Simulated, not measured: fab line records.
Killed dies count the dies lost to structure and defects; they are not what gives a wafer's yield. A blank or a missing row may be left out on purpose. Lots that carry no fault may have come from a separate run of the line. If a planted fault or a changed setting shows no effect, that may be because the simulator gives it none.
Matching of chambers || flow n5-finfet || cmp-04 running N5_BEOL_M8_CMP_52: 4 sister chambers
The step polishes, stops on SiCOH lowk, t overpolish 6.9 s, target thk 80 nm. 8 wafers are shown with their chamber, then 9 later ones without.

WAFERS, EACH WITH ITS CHAMBER
{"wafer": "L077.5", "chamber": 1, "time-to-endpoint-s (s)": 56, "motor-current-A (A)": 6.16}
{"wafer": "L080.2", "chamber": 3, "time-to-endpoint-s (s)": 69, "motor-current-A (A)": 6.29}
{"wafer": "L078.1", "chamber": 2, "time-to-endpoint-s (s)": 60, "motor-current-A (A)": 6.28}
{"wafer": "L078.4", "chamber": 3, "time-to-endpoint-s (s)": 67, "motor-current-A (A)": 6.67}
{"wafer": "L078.6", "chamber": 0, "time-to-endpoint-s (s)": 65, "motor-current-A (A)": 6.21}
{"wafer": "L082.3", "chamber": 2, "time-to-endpoint-s (s)": 56, "motor-current-A (A)": 6.23}
{"wafer": "L082.5", "chamber": 0, "time-to-endpoint-s (s)": 64, "motor-current-A (A)": 6.11}
{"wafer": "L082.6", "chamber": 1, "time-to-endpoint-s (s)": 54, "motor-current-A (A)": 6.10}

WAFERS WHOSE CHAMBER IS MISSING
{"wafer": "L089.1", "time-to-endpoint-s (s)": 61, "motor-current-A (A)": 6.28}
{"wafer": "L089.4", "time-to-endpoint-s (s)": 57, "motor-current-A (A)": 6.64}
{"wafer": "L089.6", "time-to-endpoint-s (s)": 58, "motor-current-A (A)": 6.12}
{"wafer": "L094.1", "time-to-endpoint-s (s)": 61, "motor-current-A (A)": 6.03}
{"wafer": "L094.4", "time-to-endpoint-s (s)": 69, "motor-current-A (A)": 6.38}
{"wafer": "L094.6", "time-to-endpoint-s (s)": 59, "motor-current-A (A)": 6.21}
{"wafer": "L095.2", "time-to-endpoint-s (s)": 69, "motor-current-A (A)": 6.06}
{"wafer": "L095.5", "time-to-endpoint-s (s)": 58, "motor-current-A (A)": 5.81}
{"wafer": "L095.6", "time-to-endpoint-s (s)": 65, "motor-current-A (A)": 5.86}

EACH ONE'S CHAMBER
{"wafer": "L089.1", "from the rows above": "can't be placed: 2 or 0 or 1", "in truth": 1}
{"wafer": "L089.4", "from the rows above": "can't be placed: 2 or 1", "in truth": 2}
{"wafer": "L089.6", "from the rows above": "can't be placed: 2 or 1", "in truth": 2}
{"wafer": "L094.1", "from the rows above": "can't be placed: 0 or 2 or 1", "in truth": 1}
{"wafer": "L094.4", "from the rows above": 3, "in truth": 3}
{"wafer": "L094.6", "from the rows above": "can't be placed: 2 or 1", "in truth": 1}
{"wafer": "L095.2", "from the rows above": "can't be placed: 0 or 3", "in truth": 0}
{"wafer": "L095.5", "from the rows above": "can't be placed: 1 or 2 or 0", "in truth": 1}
{"wafer": "L095.6", "from the rows above": 0, "in truth": 0}
Correct placement for 2 of the 9. Unplaceable from these rows: 7, with the true chamber sitting among the candidates in 7. 0 placed wrongly.
How it was worked out, from the rows above alone: a wafer's distance from a chamber is the root of the sum, over the readings, of the square of ((its reading less the chamber's mean) divided by the reading's scatter). If the next closest chamber is less than 2 further off than the closest, the wafer can't be placed; otherwise it belongs to the closest. The mean given for a chamber averages the wafers shown for that chamber. How the scatter is found: for the shown wafers, subtract from each reading the mean of its chamber, square and add these, divide the total by (wafers less chambers), then take the root.
